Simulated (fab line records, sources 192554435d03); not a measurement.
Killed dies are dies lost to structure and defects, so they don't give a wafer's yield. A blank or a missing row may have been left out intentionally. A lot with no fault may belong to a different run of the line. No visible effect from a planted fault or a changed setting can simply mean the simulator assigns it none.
A lot that was struck, set against a sound lot    flow n5Finfet    15 out of 1938 route steps
Sound: the wafers L529.3, L529.4, L529.5. Struck: wafer L523.2. (L523.3, L523.6 of the same lot were not struck and are left out.) The cause comes at the end.
Each step with rows lists, per side, the tool, then ch with its chambers, then its first start. Under that, the readings that differ: sound wafers    struck wafers    difference of the means    sigmas: that difference in standard deviations of wafers without a fault.
alike: a reading whose means differ by less than 2 such deviations, as well as words and numbers matching on both sides. not compared: withheld readings; readings where some wafer has no value; bounds like >300 that might hide an equal value; numbers whose values overlap and for which the record gives no deviation.
The two part at a step that has a row with sigmas, a row that says differs or no value, or rows on one side only. When numbers do not overlap yet have no deviation, they are printed without sigmas and do not part them. A reading that every wafer of one side lacks parts them only if that side has two wafers or more.

first, 7 steps without rows for these wafers: N5_BEOL_M5_COAT_74 (time 60 s, resist thk 5 nm); N5_BEOL_M5_COAT_22 (resist thk 30 nm); N5_BEOL_M5_EBR_24; N5_BEOL_M5_SOFTBAKE_23 (time 60 s); N5_BEOL_M5_EXPOSE_25 (exposes mask V4, defocus 10 nm); N5_BEOL_M5_PEB_26 (peb time 60 s); N5_BEOL_M5_DEVELOP_27 (develop time 30 s).
N5_BEOL_M5_CD_MEAS_28: target cd 30.6 nm, target cd y 20 nm.
  sound on cdSem-03 ch 0, day 11 13:53; struck on cdSem-01 ch 0, day 10 08:14
  alike: cdNm
N5_BEOL_M5_OVL_MEAS_29:
  sound on overlay-01 ch 0, day 11 13:56; struck on overlay-01 ch 0, day 10 08:17
  alike: V4_OVL
N5_BEOL_M5_INSPECT_30: inspects for defects (brightfield).
  sound: defectInspect-01 at day 11 13:59; struck: defectInspect-02 at day 10 08:20
  alike: rawDefectCount
N5_BEOL_M5_DESCUM_33: chemistry O2, time 7 s.
  sound on rieDiel-01 ch 0,1, day 11 14:13; struck on rieDiel-06 ch 2, day 10 08:22
  alike: drypumpMotorCurrentA, oesProductAu, rfVppV, showerheadPlenumPTorr, throttleValvePct
  not compared: rfHoursCounterH
N5_BEOL_M5_ETCH_75: etches underlayer in N2/H2, target depth 6.5 nm, time 5.2 s.
  sound on rieDiel-01 ch 0,1, day 11 14:16; struck on rieDiel-06 ch 2, day 10 08:24
  alike: drypumpMotorCurrentA, etchRfOnTimeS, oesProductAu, rfVppV, showerheadPlenumPTorr, throttleValvePct
  not compared: rfHoursCounterH
N5_BEOL_M5_ETCH_67: etches SiARC in CF4, target depth 15.6 nm, time 26 s.
  sound on rieDiel-01 ch 0,1, day 11 14:16; struck on rieDiel-06 ch 2, day 10 08:25
reading              sound           struck  difference  sigmas
etchRfOnTimeS (s)    26.0 26.2 25.9  15.8    -10.2       -29
oesProductAu (a.u.)  0.64 0.60 0.64  0.80    +0.17       +2
  alike: drypumpMotorCurrentA, rfVppV, showerheadPlenumPTorr, throttleValvePct
  not compared: rfHoursCounterH
N5_BEOL_M5_ETCH_68: etches SOC in N2/H2, target depth 80 nm, overetch 16 nm, time 120 s.
  sound on rieDiel-01 ch 0,1, day 11 14:18; struck on rieDiel-06 ch 2, day 10 08:26
  alike: drypumpMotorCurrentA, oesProductAu, rfVppV, showerheadPlenumPTorr, throttleValvePct
  not compared: rfHoursCounterH
-- a jump in the record: the struck wafers' starts before and after are 4 days apart (it breaks off in module BEOL_M5 and resumes in module PASSIVATION, where the first step shown is number 1936 of the route) --
N5_PASSIVATION_PROBE_49:
  sound: prober-02 at day 15 12:05; struck: prober-01 at day 14 10:00
  alike: defectLimitedYield, killed_at_M0_to_M3, killed_at_M4_up, killedAtContacts, killedAtFrontEnd, killedAtOther, killedDies, killedOnRim, killedOpen, killedShort, sort_bin_5_function, sort_bin_6_memory, sortNPass, sortYieldPct

WHERE THEY PART
Within this record, at N5_BEOL_M5_ETCH_67 only. Later steps at which nothing parts them and some readings are alike: N5_BEOL_M5_ETCH_68, N5_PASSIVATION_PROBE_49.

WHY: what the simulator had put in
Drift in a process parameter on rieDiel-06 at N5_BEOL_M5_ETCH_67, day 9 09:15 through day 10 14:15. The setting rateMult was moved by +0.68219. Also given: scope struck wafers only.
